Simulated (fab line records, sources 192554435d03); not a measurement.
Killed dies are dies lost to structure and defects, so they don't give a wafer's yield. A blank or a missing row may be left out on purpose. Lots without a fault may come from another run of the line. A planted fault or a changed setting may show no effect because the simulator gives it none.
Which tool did it? | flow n5_finfet | 11 lots, 33 wafers sampled, at 5 steps of a route of 1938

WHAT THE GAUGES READ, wafer by wafer
N5_BEOL_M2_INSPECT_59: inspects for defects (darkfield). Usual: raw_defect_count 81, standard deviation 26.
lot  | measured     | on                | raw_defect_count | flag
L503 | day 8 02:01  | defect_inspect-01 | 55 45 52         |
L510 | day 9 12:46  | defect_inspect-02 | 74 73 80         |
L509 | day 9 16:42  | defect_inspect-01 | 91 54 88         |
L512 | day 10 01:13 | defect_inspect-01 | 52 66 89         |
L513 | day 10 05:46 | defect_inspect-01 | 82 94 61         |
L517 | day 11 11:20 | defect_inspect-01 | 104 95 73        |
L515 | day 11 12:52 | defect_inspect-02 | 66 60 61         |
L518 | day 11 13:08 | defect_inspect-02 | 61 56 68         |
L520 | day 12 01:48 | defect_inspect-02 | 70 98 76         |
L521 | day 12 13:50 | defect_inspect-02 | 87 61 113        |
L523 | day 13 00:55 | defect_inspect-01 | 71 55 79         |

N5_BEOL_M3_CD_MEAS_11: target cd 17.05 nm. Usual: cd_nm 17.04 nm, standard deviation 0.22.
lot  | measured     | on        | cd_nm (nm)        | flag
L503 | day 8 03:18  | cd_sem-02 | 17.09 16.98 17.04 |
L510 | day 9 13:22  | cd_sem-01 | 16.83 17.06 16.90 |
L509 | day 9 18:53  | cd_sem-02 | 17.19 17.03 17.15 |
L512 | day 10 05:22 | cd_sem-03 | 16.92 16.94 17.13 |
L513 | day 10 06:22 | cd_sem-03 | 17.35 17.02 16.88 |
L517 | day 11 12:58 | cd_sem-03 | 17.05 16.95 17.14 |
L515 | day 11 14:10 | cd_sem-03 | 17.28 17.15 17.17 |
L518 | day 11 16:08 | cd_sem-03 | 16.62 16.93 16.58 |
L520 | day 12 03:53 | cd_sem-02 | 17.17 17.24 17.08 |
L521 | day 12 15:15 | cd_sem-02 | 17.10 16.74 16.85 |
L523 | day 13 02:16 | cd_sem-02 | 17.11 16.85 17.04 |

N5_BEOL_M4_RC_MEAS_101. Usual: DIBL_N 36.5 mV/V, standard deviation 1.4; DIBL_P 36.5 mV/V, standard deviation 1.6; IOFF_N 0.163 nA/um, standard deviation 0.022; IOFF_P 0.219 nA/um, standard deviation 0.029; ION_N 675 uA/um, standard deviation 8.3; ION_P 464 uA/um, standard deviation 6.2; SS_N 71.5 mV/dec, standard deviation 0.52; SS_P 73.4 mV/dec, standard deviation 0.57; VT_N 249.7 mV, standard deviation 2.6; VT_P -250 mV, standard deviation 3.
lot  | measured     | on        | DIBL_N (mV/V)  | DIBL_P (mV/V)  | IOFF_N (nA/um)    | IOFF_P (nA/um)    | ION_N (uA/um) | ION_P (uA/um) | SS_N (mV/dec)  | SS_P (mV/dec)  | VT_N (mV)         | VT_P (mV)      | flag
L503 | day 9 04:06  | prober-02 | 35.5 36.6 34.2 | 37.1 38.6 34.9 | 0.148 0.168 0.125 | 0.205 0.224 0.172 | 671 675 659   | 465 460 456   | 71.2 71.8 70.9 | 73.5 73.5 72.6 | 253.1 249.6 253.6 | -252 -252 -254 |
L510 | day 10 21:46 | prober-02 | 37.1 37.1 36.8 | 37.8 37.8 37.4 | 0.162 0.166 0.162 | 0.220 0.226 0.211 | 679 674 685   | 462 471 466   | 72.3 71.2 71.0 | 73.8 73.8 73.7 | 251.9 248.4 249.9 | -250 -250 -251 |
L509 | day 11 00:24 | prober-02 | 38.6 36.2 37.8 | 37.9 34.9 37.6 | 0.185 0.140 0.179 | 0.256 0.201 0.246 | 682 674 683   | 467 464 475   | 72.0 71.2 71.0 | 74.1 73.1 73.8 | 248.0 251.5 251.6 | -250 -250 -249 |
L512 | day 11 08:19 | prober-02 | 35.3 36.1 35.1 | 34.8 35.7 34.3 | 0.152 0.169 0.143 | 0.225 0.241 0.211 | 682 677 679   | 475 469 467   | 71.4 71.4 71.5 | 72.7 73.3 72.6 | 248.2 247.0 249.3 | -247 -247 -250 |
L513 | day 11 06:36 | prober-01 | 34.8 35.3 36.8 | 35.5 36.7 38.5 | 0.147 0.165 0.186 | 0.234 0.258 0.295 | 664 683 668   | 466 474 473   | 71.8 72.0 73.2 | 73.1 73.3 73.8 | 249.3 247.6 245.2 | -247 -245 -242 |
L517 | day 12 07:55 | prober-02 | 37.0 37.5 37.3 | 38.0 37.7 37.9 | 0.185 0.187 0.180 | 0.256 0.247 0.249 | 686 677 680   | 470 460 467   | 71.1 72.3 71.8 | 73.8 73.7 73.4 | 248.4 250.2 248.8 | -249 -247 -246 |
L515 | day 12 15:24 | prober-01 | 38.6 38.1 38.4 | 37.1 36.5 36.5 | 0.181 0.173 0.177 | 0.226 0.205 0.205 | 682 678 665   | 462 456 450   | 72.3 72.3 71.2 | 73.7 73.7 73.2 | 246.5 248.6 249.0 | -251 -253 -254 |
L518 | day 12 19:00 | prober-01 | 37.9 38.4 39.1 | 38.8 39.5 39.8 | 0.177 0.187 0.197 | 0.227 0.243 0.247 | 684 682 685   | 464 465 468   | 71.6 71.8 71.8 | 73.8 74.3 74.1 | 247.7 247.3 247.4 | -250 -249 -246 |
L520 | day 13 02:41 | prober-02 | 38.5 38.7 38.1 | 38.0 37.9 37.6 | 0.175 0.184 0.174 | 0.240 0.244 0.248 | 681 666 685   | 464 460 471   | 71.3 71.4 71.4 | 74.3 74.3 74.0 | 250.5 248.6 247.6 | -247 -248 -247 |
L521 | day 13 10:22 | prober-01 | 35.9 34.6 36.0 | 37.2 35.2 37.6 | 0.158 0.136 0.166 | 0.203 0.166 0.203 | 675 668 682   | 467 458 463   | 71.4 70.9 71.8 | 73.2 73.3 73.5 | 251.6 251.9 249.8 | -253 -258 -252 |
L523 | day 14 04:43 | prober-02 | 36.6 37.2 34.9 | 35.7 36.7 33.8 | 0.149 0.164 0.132 | 0.218 0.243 0.196 | 661 665 667   | 460 458 467   | 71.8 72.8 71.7 | 73.4 73.9 72.7 | 251.6 250.0 254.0 | -250 -248 -251 |

WHICH TOOL RAN EACH LOT (tool, then ch and the chambers of the sampled wafers, then the start)
lot  | N5_BEOL_M2_CO_CAP_55             | N5_BEOL_M3_COAT_05
L503 | cvd_co-02 ch 0,1,2, day 8 01:50  | litho_track-05 ch 0, day 8 03:02
L510 | cvd_co-01 ch 0,1,2, day 9 12:31  | litho_track-05 ch 0, day 9 13:06
L509 | cvd_co-02 ch 0,1,2, day 9 16:29  | litho_track-05 ch 0, day 9 18:31
L512 | cvd_co-01 ch 1,2, day 10 01:01   | litho_track-01 ch 0, day 10 04:59
L513 | cvd_co-02 ch 0,2, day 10 05:33   | litho_track-01 ch 0, day 10 06:07
L517 | cvd_co-02 ch 0,1,2, day 11 11:07 | litho_track-03 ch 0, day 11 12:43
L515 | cvd_co-02 ch 0,1,2, day 11 12:39 | litho_track-03 ch 0, day 11 13:55
L518 | cvd_co-02 ch 0,1,2, day 11 12:55 | litho_track-01 ch 0, day 11 15:51
L520 | cvd_co-02 ch 1,2, day 12 01:36   | litho_track-03 ch 0, day 12 03:38
L521 | cvd_co-01 ch 0,1,2, day 12 13:38 | litho_track-05 ch 0, day 12 14:52
L523 | cvd_co-01 ch 0,1,2, day 13 00:43 | litho_track-01 ch 0, day 13 01:53
- N5_BEOL_M2_CO_CAP_55: material Co, precursor CCTBA/H2, target thk 2 nm, time 102.1 s.
- N5_BEOL_M3_COAT_05: resist thk 30 nm.

WHAT THE TOOLS THEMSELVES READ (means of the sampled wafers that have a number; where no wafer has one, the mark that the record gives instead)
N5_BEOL_M2_CO_CAP_55. Usual: heater_power_w 242 W, standard deviation 14.
lot  | tool      | heater_power_w (W) | flag
L503 | cvd_co-02 | 239                |
L510 | cvd_co-01 | 238                |
L509 | cvd_co-02 | 245                |
L512 | cvd_co-01 | 250                |
L513 | cvd_co-02 | 246                |
L517 | cvd_co-02 | 243                |
L515 | cvd_co-02 | 248                |
L518 | cvd_co-02 | 242                |
L520 | cvd_co-02 | 248                |
L521 | cvd_co-01 | 238                |
L523 | cvd_co-01 | 239                |

N5_BEOL_M3_COAT_05. Usual: spin_speed_rpm 1499.9 rpm, standard deviation 0.95.
lot  | tool           | spin_speed_rpm (rpm) | flag
L503 | litho_track-05 | 1499.0               |
L510 | litho_track-05 | 1446.0               | OFF
L509 | litho_track-05 | 1447.8               | OFF
L512 | litho_track-01 | 1501.1               |
L513 | litho_track-01 | 1498.9               |
L517 | litho_track-03 | 1499.8               |
L515 | litho_track-03 | 1500.3               |
L518 | litho_track-01 | 1500.4               |
L520 | litho_track-03 | 1499.9               |
L521 | litho_track-05 | 1499.9               |
L523 | litho_track-01 | 1499.8               |

THE ANSWER, worked out from the rows above alone
Rule: a lot is off if the mean of its wafers that have a number lies more than 3 standard deviations from the usual mean. A lot without any number at a reading at which 4 lots or more have one is off too. The other lots that the step has rows for count as sound. The gauges are gone through in route order, then the tools' own readings, and for those a lot's mean is taken as printed above. The first step at which some lot is off is used, and at that step the reading that is off furthest; a lot without a number counts as furthest.
Off: L510, L509, at N5_BEOL_M3_COAT_05 (spin_speed_rpm).
A tool fits if, at that step or a process step before it, it ran every lot that is off, and no sound lot after the first of them. None of those tried fits.

WHAT THE SIMULATOR HAD PUT IN
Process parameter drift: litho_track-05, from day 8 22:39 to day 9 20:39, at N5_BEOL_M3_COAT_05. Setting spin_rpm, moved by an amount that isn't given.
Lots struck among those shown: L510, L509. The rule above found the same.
